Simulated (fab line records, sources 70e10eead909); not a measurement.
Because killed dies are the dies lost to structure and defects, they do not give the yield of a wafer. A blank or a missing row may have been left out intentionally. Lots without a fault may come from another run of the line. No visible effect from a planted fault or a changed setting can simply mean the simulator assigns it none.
A lot that was struck, set against a sound lot ; flow nandHarc ; 27 out of 1302 route steps
Sound: these wafers, L484.4, L484.5, L484.6. Struck: wafers L500.2, L500.4, L500.6. The cause is given at the end.
Per side, at each step with rows, come the tool, then ch with its chambers, and then its first start. Under that, the readings that differ: sound wafers ; struck wafers ; difference of the means ; sigmas: that difference in standard deviations of wafers without a fault.
alike: readings whose means differ by less than 2 such deviations, and words and numbers that are the same on both sides. not compared: withheld readings, readings that some wafer has no value for, bounds like >300 that may hide the same value, and numbers for which the record gives no deviation and whose values overlap.
The two part at a step that has a row with sigmas, a row that says differs or no value, or rows on one side only. Non-overlapping numbers with no deviation appear without sigmas and do not part them. A reading missing from all wafers of one side parts the sides only when that side holds two or more wafers.

first, 8 steps without rows for these wafers: NHARC_A_DECK1_JOINT_CURE_26 (time 32 s); NHARC_A_DECK1_JOINT_ANNEAL_27 (time 3600 s); NHARC_A_DECK1_JOINT_ANNEAL_28 (time 1800 s); NHARC_A_DECK1_JOINT_ANNEAL_29 (time 1800 s); NHARC_A_DECK1_JOINT_CMP_02 (polishes SiOx); NHARC_A_DECK1_JOINT_SRD_15; NHARC_A_DECK1_JOINT_DEP_16 (deposits SiO2, target thk 45 nm); NHARC_A_ONON_D2_DEP_00 (target thk 1000 nm).
NHARC_A_ONON_D2_DEP_03: target thk 1000 nm.
  sound on pecvdOnon-04 ch 0, day 13 10:23; struck on pecvdOnon-04 ch 0, day 20 08:24
reading;sound;struck;difference;sigmas
susceptorTempC (C);399.54 399.74 399.62;400.36 400.09 399.98;+0.51;+2
then, 17 steps without rows for these wafers: NHARC_A_ONON_D2_DEP_06 (target thk 1000 nm); NHARC_A_ONON_D2_DEP_09 (target thk 1000 nm); NHARC_A_ONON_D2_DEP_12 (target thk 1000 nm); NHARC_A_ONON_D2_ANNEAL_15 (time 3600 s); NHARC_A_ONON_D2_DEP_16 (target thk 1000 nm); NHARC_A_ONON_D2_DEP_19 (target thk 1000 nm); NHARC_A_ONON_D2_DEP_22 (target thk 1000 nm); NHARC_A_ONON_D2_DEP_25 (target thk 1000 nm); NHARC_A_ONON_D2_DEP_28 (target thk 1000 nm); NHARC_A_ONON_D2_DEP_33 (deposits SiO2, target thk 200 nm); NHARC_A_CHANNEL_HOLE_D2_DEP_00 (deposits aC, target thk 3100 nm); NHARC_A_CHANNEL_HOLE_D2_DEP_01 (deposits SiON, target thk 140 nm); NHARC_A_CHANNEL_HOLE_D2_DEHYDRATE_02 (time 120 s); NHARC_A_CHANNEL_HOLE_D2_HMDS_03 (time 30 s); NHARC_A_CHANNEL_HOLE_D2_COAT_36 (time 75 s); NHARC_A_CHANNEL_HOLE_D2_COAT_37 (time 65 s); NHARC_A_CHANNEL_HOLE_D2_COAT_04 (resist thk 90 nm).
-- record jumps: 13 days between struck wafers' starts before vs after; left off in module A_CHANNEL_HOLE_D2, resumes in module END, first step shown is number 1302 of the route --
NHARC_END_SORT_01:
  at this point the record logs the struck wafers (prober-01 ch 0, day 32 22:00) and has no rows for the sound ones

## WHERE THEY PART
First at NHARC_A_ONON_D2_DEP_03; last, within this record, at NHARC_END_SORT_01.

WHY: the cause the simulator had injected
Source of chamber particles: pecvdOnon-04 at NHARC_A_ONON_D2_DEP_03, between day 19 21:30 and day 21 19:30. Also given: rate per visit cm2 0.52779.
